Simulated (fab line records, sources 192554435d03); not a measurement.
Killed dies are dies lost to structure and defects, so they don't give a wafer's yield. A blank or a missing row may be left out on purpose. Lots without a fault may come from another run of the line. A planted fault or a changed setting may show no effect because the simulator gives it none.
Chamber matching | flow n5_finfet | N5_BEOL_M3_ETCH_63 on rie_diel-02: 3 sister chambers
The step etches SiARC in CF4, target depth 15.6 nm, time 26 s. 16 wafers are shown with their chamber, then 6 later ones without.

WAFERS WITH THEIR CHAMBER
wafer  | chamber | showerhead_plenum_p_Torr (Torr) | drypump_motor_current_A (A) | throttle_valve_pct (%)
L079.3 | 1       | 2.06                            | 5.7                         | 16.03
L079.4 | 0       | 2.19                            | 6.6                         | 15.24
L079.6 | 1       | 2.06                            | 5.7                         | 16.01
L080.1 | 1       | 2.06                            | 5.7                         | 16.02
L080.3 | 3       | 2.05                            | 5.8                         | 15.49
L080.4 | 0       | 2.18                            | 6.7                         | 15.24
L082.3 | 1       | 2.06                            | 5.7                         | 16.04
L082.4 | 0       | 2.18                            | 6.7                         | 15.26
L082.6 | 3       | 2.05                            | 5.8                         | 15.48
L084.2 | 1       | 2.06                            | 5.7                         | 16.04
L084.4 | 3       | 2.05                            | 5.8                         | 15.51
L084.6 | 1       | 2.06                            | 5.7                         | 16.05
L087.2 | 3       | 2.05                            | 5.8                         | 15.52
L087.3 | 0       | 2.18                            | 6.6                         | 15.29
L087.6 | 0       | 2.18                            | 6.7                         | 15.29
L089.2 | 0       | 2.18                            | 6.7                         | 15.29

SIGNATURES (means of the wafers above)
reading                  | chamber 0 | chamber 1 | chamber 3 | scatter within a chamber
showerhead_plenum_p_Torr | 2.1817    | 2.0600    | 2.0500    | 0.00253
drypump_motor_current_A  | 6.667     | 5.700     | 5.800     | 0.032
throttle_valve_pct       | 15.2683   | 16.0317   | 15.5000   | 0.0199
Rule: a wafer's distance from a chamber is the root of the sum, over the readings, of the square of ((its reading less the chamber's mean) divided by the reading's scatter). The wafer belongs to the nearest chamber; if the next one is less than 2 further off, it can't be placed. The scatter: the root of (the sum of the squares of (reading less its chamber's mean) over the shown wafers, divided by (wafers less chambers)).

WAFERS WITHOUT THEIR CHAMBER
wafer  | showerhead_plenum_p_Torr (Torr) | drypump_motor_current_A (A) | throttle_valve_pct (%)
L089.4 | 2.05                            | 5.7                         | 16.06
L089.6 | 2.18                            | 6.7                         | 15.30
L095.1 | 2.04                            | 5.8                         | 15.53
L095.2 | 2.17                            | 6.7                         | 15.30
L097.2 | 2.17                            | 6.7                         | 15.33
L097.4 | 2.04                            | 5.8                         | 15.54

WHICH CHAMBER EACH WENT THROUGH
wafer  | from the rows above | in truth
L089.4 | 1                   | 1
L089.6 | 0                   | 0
L095.1 | 3                   | 3
L095.2 | 0                   | 0
L097.2 | 0                   | 0
L097.4 | 3                   | 3
Placed correctly: 6 of 6. Can't be placed from these rows: 0. Placed wrongly: 0.
